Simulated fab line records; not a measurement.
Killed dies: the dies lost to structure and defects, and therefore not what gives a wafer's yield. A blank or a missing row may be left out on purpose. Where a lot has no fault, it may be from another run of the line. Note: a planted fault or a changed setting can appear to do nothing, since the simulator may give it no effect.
Matching of chambers -- flow n5 finfet -- N5_BEOL_M8_VIA_ETCH_34 on rie diel-02: 4 sister chambers
The step etches SiCOH lowk in C4F6/O2, target depth 125.5 nm, time 50.5 s. 4 wafers are shown with their chamber, then 8 later ones without.

== WAFERS WITH THEIR CHAMBER ==
wafer,chamber,rf vpp V (V)
L088.1,2,632
L089.3,1,682
L089.4,3,645
L091.3,0,642

== WAFERS WITH NO CHAMBER GIVEN ==
wafer,rf vpp V (V)
L091.4,640
L091.6,633
L090.2,631
L090.3,640
L090.5,682
L094.1,632
L094.2,681
L094.3,644

== EACH ONE'S CHAMBER ==
wafer,from the rows above,in truth
L091.4,0,0
L091.6,2,2
L090.2,2,2
L090.3,0,0
L090.5,1,1
L094.1,2,2
L094.2,1,1
L094.3,can't be placed: 3 or 0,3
7 of 8 placed correctly. Unplaceable from these rows: 1, with the true chamber sitting among the candidates in 1. Wrongly placed: 0.
How it was worked out, from the rows above alone: a wafer's distance from a chamber is the root of the sum, over the readings, of the square of ((its reading less the chamber's mean) divided by the reading's scatter). If the next closest chamber is less than 2 further off than the closest, the wafer can't be placed; otherwise it belongs to the closest. A chamber's mean is the mean of its shown wafers. The scatter (one wafer shown for each chamber): square how far every hidden wafer sits from the nearest shown wafer, average those squares and take the square root.
